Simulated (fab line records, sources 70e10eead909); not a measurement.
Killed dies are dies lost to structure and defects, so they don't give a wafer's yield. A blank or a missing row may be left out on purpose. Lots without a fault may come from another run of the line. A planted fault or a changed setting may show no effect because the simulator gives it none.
fab line records | flow nand_harc
record lots=24 wafers=72 last_day=25
route steps=1159 shown P_M1@296 P_M2@335 A_CHANNEL_HOLE_D1@489 A_CHANNEL_FILL_D1@500
lots that met no fault: from a run of the same line without faults
start_h: hours from the record's first day to the start of the lot's first wafer shown | wait_h: hours since the lot's step before | " the same as in the row above | L1.1+2: a row that stands for several wafers | - no value, or no start given | * or withheld: withheld | < > ~ a bound
route shown NAME@n: a module of which the file shows steps, and the number in the route of the first | usual: mean/standard deviation of fault-free wafers | same: alike in all rows | chamber/n: place in a boat | sites: the reading at each site | _std_site: their standard deviation | _edge_site: outer sites' mean less inner sites' | radius_mm: how far each site lies from the wafer's centre | mask NAME#n: copy n | behind: the tool/chamber that last shaped the wafer | hold: why the lot was held/for how many hours/how that ended | device: the transistor (n, p or np) that didn't switch | end of line: the same wafers' tests at the end of the route | a step without rows: its recipe alone | killed: dies lost to structure and defects at the first sort, not the wafer's yield | map: a wafer's dies, x killed, . not, _ none there
set.NAME: the setting as run; set.NAME@STEP: as run at that earlier step | model.NAME: the simulator's own value behind a step, which no gauge read
steps of the route over a sample of lots; a table a step, a row a wafer
services: from which hour (start_h, from the record's first day; less than 0 if before it) a tool's chamber was out of use, for how many hours, and why
## steps
# step NHARC_P_M1_OVL_MEAS_10
# recipe pitch_nm=260
# usual overlay_x_nm=0.2/0.72 overlay_y_nm=-0.4/1
# columns lot.wafer tool chamber start_h wait_h overlay_x_nm overlay_y_nm
L075.1 overlay-01 - 128.65 - 0.4 1.1
L075.2 " - " " 0.4 0.6
L075.3 " - " " 0.3 0.8
L074.1 overlay-01 - 129.30 - 0.3 1.0
L074.2 " - " " -0.4 0.9
L074.3 " - " " 0.4 1.5
L077.1 overlay-02 - 132.27 - -0.5 0.5
L077.3 " - " " -0.6 0.9
L077.6 " - " " -0.1 1.7
L076.1 overlay-02 - 137.55 - 0.1 2.6
L076.4 " - " " 0.4 2.3
L076.6 " - " " 0.9 1.4
L078.1 overlay-01 - 143.14 - 0.5 -0.3
L078.3 " - " " 0.1 -0.2
L078.6 " - " " 0.5 -0.8
L079.1 overlay-02 - 143.69 - -1.0 -1.3
L079.2 " - " " -0.2 -2.2
L079.6 " - " " -0.7 -1.7
L082.1 overlay-01 - 165.55 - 0.7 -0.9
L082.3 " - " " 0.9 -0.7
L082.5 " - " " 0.7 -0.5
L081.2 overlay-02 - 166.04 - 0.8 -0.6
L081.3 " - " " 0.5 -0.5
L081.4 " - " " 0.5 -0.1
L080.1 overlay-01 - 166.62 - 0.9 -1.4
L080.3 " - " " 0.4 -2.6
L080.4 " - " " 1.1 -1.7
L083.1 overlay-02 - 174.81 - -0.3 -1.0
L083.3 " - " " -0.1 -0.9
L083.4 " - " " 0.3 -1.0
L084.2 overlay-01 - 183.69 - 0.6 -0.9
L084.3 " - " " 0.0 -1.3
L084.4 " - " " 0.5 -1.5
L086.3 overlay-01 - 194.96 - 1.0 0.2
L086.4 " - " " 0.3 -0.5
L086.6 " - " " 0.8 0.0
L085.1 overlay-01 - 195.60 - -0.9 -1.2
L085.3 " - " " -0.3 -1.3
L085.4 " - " " -0.8 -1.9
L089.3 overlay-02 - 197.82 - -0.1 -1.9
L089.5 " - " " -0.3 -1.0
L089.6 " - " " -0.2 -1.1
L087.4 overlay-01 - 200.54 - 0.0 0.4
L087.5 " - " " 0.0 0.5
L087.6 " - " " 0.0 0.7
L088.1 overlay-01 - 206.31 - 0.0 -1.2
L088.2 " - " " 0.1 -1.0
L088.4 " - " " 0.3 -0.6
L090.2 overlay-01 - 222.10 - -0.4 -2.0
L090.5 " - " " -0.3 -1.9
L090.6 " - " " 0.0 -1.9
L091.2 overlay-01 - 222.53 - 0.4 -0.6
L091.3 " - " " 0.4 -0.6
L091.4 " - " " -0.2 -0.3
L092.2 overlay-02 - 228.07 - 0.0 -0.1
L092.5 " - " " -0.4 -0.8
L092.6 " - " " -0.4 -0.8
L093.2 overlay-01 - 233.08 - 1.3 0.6
L093.3 " - " " 1.8 0.3
L093.6 " - " " 1.7 0.3
L094.2 overlay-02 - 235.05 - -0.3 0.1
L094.3 " - " " -0.6 0.0
L094.5 " - " " -0.2 0.1
L095.1 overlay-02 - 244.07 - -1.9 -0.8
L095.2 " - " " -1.7 -0.3
L095.4 " - " " -1.3 -0.4
L096.4 overlay-01 - 250.35 - 1.4 0.3
L096.5 " - " " 0.9 0.6
L096.6 " - " " 1.4 0.8
L097.1 overlay-02 - 257.43 - 1.8 -0.4
L097.2 " - " " 1.1 -0.5
L097.5 " - " " 0.9 -0.2
# step NHARC_P_M2_STRIP_18
# recipe power_w=1000 n2_flow_sccm=150 h2_flow_sccm=150 ar_flow_sccm=0 bias_w=0 chemistry=N2/H2
# usual drypump_motor_current_A=5.5/0.48 oes_product_au=0.997/0.0089 rf_fwd_power_W=997/3.1 rf_vpp_V=90.4/0.97 showerhead_plenum_p_Torr=1.98/0.093 throttle_valve_pct=14.172/0.0092
# columns lot.wafer tool chamber start_h wait_h drypump_motor_current_A oes_product_au rf_fwd_power_W rf_hours_counter_h rf_vpp_V showerhead_plenum_p_Torr throttle_valve_pct
L075.2 rie_diel-03 3 133.50 0.1 5.3 1.000 998 16 89.5 1.89 14.166
L075.3 " 0 " " 5.5 0.993 1000 16 91.3 2.06 14.163
L075.1 " 2 " " 5.7 1.003 996 14 90.6 2.18 14.174
L074.3 rie_diel-06 1 134.10 0.1 4.8 0.992 996 2 88.7 1.90 14.169
L074.2 " 2 " " 6.0 0.995 998 2 90.1 1.90 14.173
L074.1 " 3 " " 5.8 0.997 997 2 90.2 2.11 14.174
L077.1 rie_diel-06 0 137.23 0.1 5.4 1.014 998 2 89.8 2.04 14.172
L077.3 " 2 " " 6.0 1.003 995 2 89.0 1.90 14.161
L077.6 " 0 " " 5.4 1.007 998 - 91.2 2.04 14.182
L076.4 rie_diel-06 0 142.20 0.1 5.5 1.008 993 3 89.4 2.04 14.175
L076.1 " 2 " " 6.1 0.996 998 2 88.5 1.90 14.184
L076.6 " 0 " " 5.5 0.995 995 - 90.6 2.04 14.174
L078.1 rie_diel-06 1 147.81 0.1 4.8 0.991 998 3 91.7 1.90 14.171
L078.3 " 3 " " 5.8 0.995 993 3 91.3 2.11 14.176
L078.6 " 1 " " 4.8 1.008 997 - 89.7 1.90 14.174
L079.2 rie_diel-06 1 148.41 0.1 4.8 0.997 998 3 90.4 1.90 14.176
L079.1 " 3 " " 5.8 0.992 997 3 90.9 2.11 14.179
L079.6 " 2 " " 6.1 0.995 998 - 88.9 1.90 14.197
L082.1 rie_diel-06 0 170.26 0.1 5.5 0.996 995 4 90.4 2.04 14.174
L082.3 " 2 " " 6.1 0.985 1000 3 90.6 1.90 14.159
L082.5 " 0 " " 5.5 0.994 995 - 90.3 2.04 14.170
L081.4 rie_diel-03 3 170.81 0.1 5.2 0.993 999 25 90.3 1.89 14.167
L081.2 " 0 " " 5.5 0.989 1000 24 91.0 2.05 14.177
L081.3 " 1 " " 6.4 0.983 999 19 90.3 1.91 14.181
L080.4 rie_diel-06 2 171.43 0.1 6.0 0.992 998 4 90.0 1.90 14.187
L080.1 " 0 " " 5.4 0.989 997 4 89.1 2.04 14.177
L080.3 " 1 " " 4.8 0.993 990 4 89.7 1.90 14.172
L083.1 rie_diel-06 2 179.53 0.1 6.1 1.000 994 4 89.7 1.90 14.183
L083.4 " 3 " " 5.7 0.998 992 4 90.5 2.11 14.183
L083.3 " 0 " " 5.5 1.001 995 4 90.6 2.04 14.168
L084.3 rie_diel-06 0 188.41 0.1 5.5 0.996 998 4 91.8 2.04 14.170
L084.4 " 1 " " 4.8 0.995 999 4 88.6 1.90 14.171
L084.2 " 2 " " 6.0 0.990 999 4 90.6 1.90 14.166
L086.3 rie_diel-06 2 199.58 0.1 6.0 0.979 995 5 89.6 1.90 14.168
L086.4 " 3 " " 5.8 0.987 995 4 92.6 2.11 14.159
L086.6 " 1 " " 4.8 0.999 996 - 89.2 1.90 14.190
L085.4 rie_diel-06 2 200.31 0.1 6.0 0.986 995 5 89.4 1.90 14.158
L085.3 " 3 " " 5.8 0.988 988 5 91.3 2.11 14.179
L085.1 " 0 " " 5.5 0.989 998 5 89.5 2.04 14.155
L089.3 rie_diel-06 0 202.53 0.1 5.5 0.996 996 5 89.2 2.04 14.162
L089.5 " 1 " " 4.8 0.998 994 - 89.3 1.90 14.172
L089.6 " 2 " " 6.0 0.980 999 - 91.0 1.90 14.164
L087.4 rie_diel-06 1 205.55 0.1 4.8 0.981 1000 6 89.8 1.90 14.173
L087.6 " 0 " " 5.5 0.991 998 - 91.1 2.04 14.185
L087.5 " 1 " " 4.8 0.998 1000 - 88.6 1.90 14.162
L088.4 rie_diel-05 1 211.46 0.1 5.6 0.994 998 16 90.2 1.96 14.180
L088.1 " 3 " " 5.3 0.982 992 13 91.6 2.10 14.169
L088.2 " 0 " " 6.3 0.990 994 15 91.0 2.06 14.175
L090.2 rie_diel-03 0 226.73 0.1 5.5 1.003 996 0 91.1 2.05 14.158
L090.6 " 0 " " 5.6 0.995 988 - 90.5 2.05 14.175
L090.5 " 1 " " 6.4 1.019 1000 - 90.5 1.91 14.172
L091.3 rie_diel-06 1 227.31 0.1 4.8 0.995 997 6 88.9 1.90 14.196
L091.4 " 2 " " 6.0 0.976 998 6 90.6 1.90 14.171
L091.2 " 3 " " 5.7 0.997 997 6 90.9 2.11 14.167
L092.2 rie_diel-06 3 233.45 0.1 5.7 1.010 999 6 91.3 2.11 14.186
L092.6 " 0 " " 5.5 1.003 992 - 91.4 2.04 14.184
L092.5 " 1 " " 4.8 1.007 994 - 89.3 1.90 14.171
L093.3 rie_diel-03 2 237.79 0.1 5.8 0.996 999 1 91.6 2.18 14.181
L093.2 " 0 " " 5.6 0.984 992 1 91.4 2.05 14.168
L093.6 " 2 " " 5.8 0.989 1000 - 92.9 2.18 14.175
L094.2 rie_diel-06 3 239.60 0.1 5.8 1.000 997 6 91.4 2.11 14.183
L094.3 " 2 " " 6.1 0.997 999 6 89.1 1.90 14.168
L094.5 " 3 " " 5.8 1.008 998 - 89.9 2.11 14.163
L095.1 rie_diel-06 1 250.58 0.1 4.8 1.005 1002 0 90.9 1.90 14.182
L095.4 " 2 " " 6.1 1.003 994 0 89.6 1.90 14.174
L095.2 " 0 " " 5.4 1.015 996 0 91.8 2.04 14.178
L096.4 rie_diel-06 0 255.04 0.1 5.5 1.009 993 0 90.8 2.04 14.166
L096.5 " 1 " " 4.8 0.993 998 - 90.2 1.90 14.153
L096.6 " 2 " " 6.0 1.002 995 - 89.8 1.90 14.169
L097.1 rie_diel-06 1 262.37 0.1 4.8 0.985 1003 1 89.2 1.90 14.160
L097.2 " 3 " " 5.8 1.010 995 1 90.9 2.11 14.178
L097.5 " 2 " " 6.1 1.002 996 - 88.9 1.90 14.175
# step NHARC_P_M2_PRE_CLEAN_30
# recipe time_s=30 temp_c=280 gas=H2/He
# usual heater_power_w=401/32
# columns lot.wafer tool chamber start_h wait_h heater_power_w
L075.1 pvd_sputter-03 - - - 416
L075.3 " - " " 420
L075.2 " - " " 447
L074.3 pvd_sputter-02 - - - 419
L074.1 " - " " 352
L074.2 " - " " 337
L077.3 pvd_sputter-03 - - - 443
L077.1 " - " " 418
L077.6 " - " " 390
L076.4 pvd_sputter-01 - - - 412
L076.1 " - " " 392
L076.6 " - " " 382
L078.1 pvd_sputter-02 - - - 357
L078.3 " - " " 441
L078.6 " - " " 334
L079.1 pvd_sputter-03 - - - 398
L079.2 " - " " 442
L079.6 " - " " 399
L082.1 pvd_sputter-03 - - - 408
L082.3 " - " " 412
L082.5 " - " " 383
L081.2 pvd_sputter-03 - - - 391
L081.4 " - " " 418
L081.3 " - " " 411
L080.4 pvd_sputter-02 - - - 427
L080.3 " - " " 356
L080.1 " - " " 330
L083.1 pvd_sputter-01 - - - 425
L083.4 " - " " 388
L083.3 " - " " 376
L084.2 pvd_sputter-02 - - - 357
L084.3 " - " " 330
L084.4 " - " " 415
L086.3 pvd_sputter-02 - - - 338
L086.4 " - " " 444
L086.6 " - " " 448
L085.1 pvd_sputter-03 - - - 418
L085.3 " - " " 403
L085.4 " - " " 430
L089.3 pvd_sputter-02 - - - 331
L089.5 " - " " 408
L089.6 " - " " 353
L087.4 pvd_sputter-03 - - - 417
L087.5 " - " " 386
L087.6 " - " " 413
L088.2 pvd_sputter-01 - - - 421
L088.1 " - " " 390
L088.4 " - " " 377
L090.2 pvd_sputter-03 - - - 396
L090.5 " - " " 436
L090.6 " - " " 391
L091.3 pvd_sputter-02 - - - 399
L091.2 " - " " 337
L091.4 " - " " 405
L092.2 pvd_sputter-03 - - - 395
L092.5 " - " " 446
L092.6 " - " " 394
L093.3 pvd_sputter-03 - - - 414
L093.2 " - " " 394
L093.6 " - " " 445
L094.2 pvd_sputter-01 - - - 424
L094.3 " - " " 396
L094.5 " - " " 432
L095.2 pvd_sputter-03 - - - 435
L095.4 " - " " 412
L095.1 " - " " 390
L096.4 pvd_sputter-03 - - - 401
L096.5 " - " " 439
L096.6 " - " " 399
L097.1 pvd_sputter-02 - - - 402
L097.2 " - " " 346
L097.5 " - " " 398
# step NHARC_P_M2_PVD_20
# recipe target_thk_a=50 bias_v=168.6 power_w=15000 chamber_pressure_pa=0.12 time_s=8.06 substrate_temp_c=50 material=TaN
# usual chamber_pressure_pa=0.11996/0.00025 throttle_valve_pct=30.1/1
# columns lot.wafer tool chamber start_h wait_h chamber_pressure_pa throttle_valve_pct
L075.1 pvd_sputter-03 - - - 0.12024 28.9
L075.2 " - " " 0.11989 29.7
L075.3 " - " " 0.11985 31.6
L074.3 pvd_sputter-02 - - - 0.12012 28.2
L074.2 " - " " 0.12038 30.1
L074.1 " - " " 0.11963 29.8
L077.1 pvd_sputter-03 - - - 0.11971 29.3
L077.3 " - " " 0.12045 31.5
L077.6 " - " " 0.11964 31.2
L076.1 pvd_sputter-01 - - - 0.11995 32.0
L076.4 " - " " 0.11965 31.3
L076.6 " - " " 0.12037 32.1
L078.1 pvd_sputter-02 - - - 0.12006 30.2
L078.3 " - " " 0.11996 28.1
L078.6 " - " " 0.12026 30.1
L079.1 pvd_sputter-03 - - - 0.1197 29.3
L079.2 " - " " 0.11976 29.0
L079.6 " - " " 0.12003 29.2
L082.3 pvd_sputter-03 - - - 0.12029 29.0
L082.1 " - " " 0.12001 31.4
L082.5 " - " " 0.1202 29.3
L081.4 pvd_sputter-03 - - - 0.12022 29.5
L081.3 " - " " 0.11985 31.5
L081.2 " - " " 0.11984 28.9
L080.1 pvd_sputter-02 - - - 0.12008 29.8
L080.4 " - " " 0.12014 30.3
L080.3 " - " " 0.11978 29.9
L083.1 pvd_sputter-01 - - - 0.11953 29.4
L083.3 " - " " 0.11963 30.9
L083.4 " - " " 0.11989 32.0
L084.4 pvd_sputter-02 - - - 0.12012 28.0
L084.2 " - " " 0.12042 30.0
L084.3 " - " " 0.11998 29.9
L086.3 pvd_sputter-02 - - - 0.12017 30.3
L086.4 " - " " 0.11968 29.8
L086.6 " - " " 0.11998 28.2
L085.1 pvd_sputter-03 - - - 0.12008 29.3
L085.4 " - " " 0.12024 29.4
L085.3 " - " " 0.11992 31.5
L089.3 pvd_sputter-02 - - - 0.12 30.0
L089.6 " - " " 0.11989 30.1
L089.5 " - " " 0.12059 30.2
L087.4 pvd_sputter-03 - - - 0.12005 29.2
L087.5 " - " " 0.12007 31.0
L087.6 " - " " 0.12016 29.1
L088.1 pvd_sputter-01 - - - 0.11984 32.2
L088.4 " - " " 0.11946 30.6
L088.2 " - " " 0.11947 30.7
L090.2 pvd_sputter-03 - - - 0.1204 31.4
L090.6 " - " " 0.11992 31.3
L090.5 " - " " 0.11997 29.2
L091.2 pvd_sputter-02 - - - 0.11992 29.8
L091.4 " - " " 0.11987 30.0
L091.3 " - " " 0.12007 30.5
L092.2 pvd_sputter-03 - - - 0.1199 29.2
L092.5 " - " " 0.12007 29.0
L092.6 " - " " 0.11983 29.4
L093.3 pvd_sputter-03 - - - 0.12022 29.7
L093.2 " - " " 0.11967 31.6
L093.6 " - " " 0.12005 28.7
L094.3 pvd_sputter-01 - - - 0.11987 29.0
L094.2 " - " " 0.12004 30.3
L094.5 " - " " 0.11996 30.9
L095.2 pvd_sputter-03 - - - 0.12031 29.4
L095.1 " - " " 0.12007 31.5
L095.4 " - " " 0.12007 31.2
L096.4 pvd_sputter-03 - - - 0.11999 31.1
L096.6 " - " " 0.11972 31.7
L096.5 " - " " 0.11964 31.3
L097.2 pvd_sputter-02 - - - 0.12014 29.1
L097.1 " - " " 0.12002 30.6
L097.5 " - " " 0.12006 30.1
# step NHARC_A_CHANNEL_HOLE_D1_INSPECT_40
# usual raw_defect_count=61/17
# columns lot.wafer tool chamber start_h wait_h raw_defect_count
L074.1 defect_inspect-01 - 191.21 - 34
L074.2 " - " " 47
L074.3 " - " " 31
L075.1 defect_inspect-01 - 192.38 - 42
L075.2 " - " " 55
L075.3 " - " " 60
L077.1 defect_inspect-01 - 195.55 - 70
L077.3 " - " " 89
L077.6 " - " " 74
L076.1 defect_inspect-02 - 200.08 - 64
L076.4 " - " " 59
L076.6 " - " " 66
L079.1 defect_inspect-02 - 201.50 - 50
L079.2 " - " " 58
L079.6 " - " " 45
L078.1 defect_inspect-02 - 204.24 - 74
L078.3 " - " " 75
L078.6 " - " " 68
L081.2 defect_inspect-02 - 224.70 - 52
L081.3 " - " " 67
L081.4 " - " " 49
L080.1 defect_inspect-01 - 229.46 - 78
L080.3 " - " " 58
L080.4 " - " " 92
L083.1 defect_inspect-01 - 235.20 - 52
L083.3 " - " " 48
L083.4 " - " " 59
L082.1 defect_inspect-01 - 237.38 - 30
L082.3 " - " " 32
L082.5 " - " " 41
L084.2 defect_inspect-01 - 242.49 - 54
L084.3 " - " " 60
L084.4 " - " " 50
L085.1 defect_inspect-01 - 258.51 - 74
L085.3 " - " " 99
L085.4 " - " " 84
L089.3 defect_inspect-02 - 259.29 - 50
L089.5 " - " " 61
L089.6 " - " " 67
L086.3 defect_inspect-02 - 262.68 - 70
L086.4 " - " " 44
L086.6 " - " " 56
L087.4 defect_inspect-01 - 263.41 - 60
L087.5 " - " " 99
L087.6 " - " " 87
L088.1 defect_inspect-02 - 271.38 - 45
L088.2 " - " " 86
L088.4 " - " " 63
L091.2 defect_inspect-01 - 283.45 - 55
L091.3 " - " " 43
L091.4 " - " " 50
L090.2 defect_inspect-02 - 283.80 - 48
L090.5 " - " " 61
L090.6 " - " " 69
L093.2 defect_inspect-02 - 291.47 - 49
L093.3 " - " " 75
L093.6 " - " " 49
L092.2 defect_inspect-01 - 291.83 - 45
L092.5 " - " " 79
L092.6 " - " " 71
L094.2 defect_inspect-02 - 295.66 - 66
L094.3 " - " " 70
L094.5 " - " " 74
L095.1 defect_inspect-01 - 306.26 - 80
L095.2 " - " " 75
L095.4 " - " " 74
L096.4 defect_inspect-01 - 306.54 - 60
L096.5 " - " " 37
L096.6 " - " " 54
L097.1 defect_inspect-02 - 319.17 - 75
L097.2 " - " " 68
L097.5 " - " " 52
# step NHARC_A_CHANNEL_FILL_D1_ETCHBACK_20
# recipe target_depth_a=270 time_s=13.5 c4f8_flow_sccm=withheld o2_flow_sccm=8 ar_flow_sccm=withheld rf_w=600 bias_w=1500 chemistry=C4F8/O2/Ar
# usual oes_product_au=0.97/0.038 rf_fwd_power_W=586.5/2.6 rf_vpp_V=975/4.9
# columns lot.wafer tool chamber start_h wait_h oes_product_au rf_fwd_power_W rf_hours_counter_h rf_vpp_V
L074.1 rie_diel-12 2 215.52 - 0.98 587.3 0 976
L074.3 " 0 " " 1.00 586.8 0 971
L074.2 " 1 " " 1.00 586.7 0 978
L075.2 rie_diel-06 2 215.53 - 0.91 585.9 5.5 968
L075.3 " 3 " " 0.92 584.7 5.4 982
L075.1 " 0 " " 0.93 587.0 5.9 979
L077.1 rie_diel-12 3 219.88 - 1.00 584.1 0.0 974
L077.3 " 0 " " 1.00 586.7 0.0 970
L077.6 " 3 " " 1.00 583.0 - 975
L079.1 rie_diel-12 1 224.52 - 1.00 589.1 0.1 979
L079.2 " 3 " " 1.00 582.1 0.2 972
L079.6 " 2 " " 0.99 587.7 - 976
L076.4 rie_diel-06 0 224.53 - 0.93 584.9 5.9 979
L076.1 " 2 " " 0.91 584.3 5.5 968
L076.6 " 3 " " 0.93 586.2 - 982
L078.3 rie_diel-06 3 229.69 - 0.92 584.5 5.6 983
L078.1 " 2 " " 0.90 581.8 5.7 970
L078.6 " 0 " " 0.92 581.3 - 978
L081.3 rie_diel-12 1 250.24 - 1.00 584.0 0.9 978
L081.4 " 2 " " 0.97 588.0 1.0 976
L081.2 " 0 " " 0.98 586.1 0.9 971
L083.3 rie_diel-06 2 256.75 - 1.01 587.1 0.4 968
L083.1 " 0 " " 1.00 586.4 0.3 978
L083.4 " 1 " " 1.00 588.8 0.3 969
L080.3 rie_diel-12 1 256.75 - 1.00 587.5 1.0 978
L080.4 " 2 " " 0.99 588.0 1.1 976
L080.1 " 3 " " 1.00 584.8 1.1 973
L082.1 rie_diel-12 1 262.40 - 0.93 587.2 1.2 978
L082.3 " 2 " " 0.92 590.0 1.3 977
L082.5 " 2 " " 0.91 590.6 - 976
L084.3 rie_diel-03 2 266.86 - 1.00 589.5 7.5 987
L084.4 " 0 " " 1.00 594.8 7.2 979
L084.2 " 1 " " 1.01 591.8 7.5 970
L089.3 rie_diel-12 2 282.70 - 0.98 586.7 1.9 977
L089.5 " 2 " " 0.99 588.3 - 978
L089.6 " 3 " " 0.99 585.9 - 974
L085.4 rie_diel-03 2 282.73 - 1.01 589.5 8.5 988
L085.3 " 3 " " 1.00 585.4 8.3 967
L085.1 " 0 " " 1.00 590.6 8.1 978
L086.4 rie_diel-06 1 287.49 - 1.00 587.6 1.3 970
L086.3 " 0 " " 1.00 584.2 1.3 977
L086.6 " 1 " " 0.99 585.1 - 969
L087.4 rie_diel-03 3 287.50 - 0.99 585.6 9.1 968
L087.6 " 2 " " 1.00 587.8 - 986
L087.5 " 3 " " 1.00 586.4 - 968
L088.1 rie_diel-12 1 298.35 - 0.99 588.8 2.2 979
L088.4 " 3 " " 0.98 585.1 2.2 974
L088.2 " 0 " " 1.00 586.3 2.1 971
L091.3 rie_diel-12 2 311.16 - 0.91 583.8 2.4 976
L091.4 " 3 " " 0.92 586.2 2.3 973
L091.2 " 0 " " 0.91 588.9 2.2 971
L090.2 rie_diel-06 0 311.18 - 1.00 582.7 1.8 980
L090.5 " 3 " " 1.01 588.5 - 982
L090.6 " 0 " " 1.01 584.1 - 978
L093.3 rie_diel-06 3 316.14 - 1.02 586.0 2.1 983
L093.2 " 2 " " 1.00 585.3 2.2 970
L093.6 " 0 " " 1.02 584.5 - 978
L092.2 rie_diel-12 1 316.15 - 0.92 588.1 2.5 979
L092.6 " 0 " " 0.92 585.9 - 971
L092.5 " 1 " " 0.92 587.7 - 978
L094.2 rie_diel-12 0 323.49 - 0.92 581.7 2.5 971
L094.3 " 2 " " 0.91 586.3 2.7 979
L094.5 " 0 " " 0.92 583.3 - 970
L095.4 rie_diel-06 1 330.83 - 0.91 584.1 2.5 968
L095.1 " 3 " " 0.94 583.6 2.5 983
L095.2 " 0 " " 0.94 583.3 2.4 979
L096.4 rie_diel-12 0 330.84 - 1.01 593.3 2.5 971
L096.5 " 2 " " 0.99 587.8 - 975
L096.6 " 3 " " 0.99 587.2 - 972
L097.2 rie_diel-12 1 343.54 - 0.92 589.4 3.2 979
L097.1 " 2 " " 0.93 590.6 3.3 977
L097.5 " 1 " " 0.92 588.4 - 979
## services
# columns tool chamber start_h hours kind
rie_diel-12 0 112.70 2.8 repair
pvd_sputter-01 - 115.81 1.2 repair
rie_diel-03 2 130.39 2.0 repair
rie_diel-05 2 134.26 2.8 repair
rie_diel-05 2 142.12 15.8 repair
rie_diel-05 - 149.34 1.9 repair
pvd_sputter-03 - 152.33 5.0 repair
pvd_sputter-01 - 158.00 10.0 pm
rie_diel-12 0 181.73 5.8 repair
rie_diel-12 - 202.40 9.0 pm
pvd_sputter-02 - 214.02 10.0 pm
rie_diel-03 - 215.30 9.0 pm
pvd_sputter-01 - 217.17 1.9 repair
pvd_sputter-01 - 227.25 0.9 repair
rie_diel-06 - 241.20 9.0 pm
pvd_sputter-03 - 266.11 1.7 repair
pvd_sputter-03 - 280.00 10.0 pm
rie_diel-12 0 281.45 2.9 repair
pvd_sputter-03 - 292.23 4.8 repair
rie_diel-06 2 314.13 2.0 repair
rie_diel-03 - 317.72 0.9 repair
pvd_sputter-02 - 317.78 8.1 repair
rie_diel-03 - 320.90 0.2 repair
pvd_sputter-01 - 322.90 14.3 repair
## key
fault none
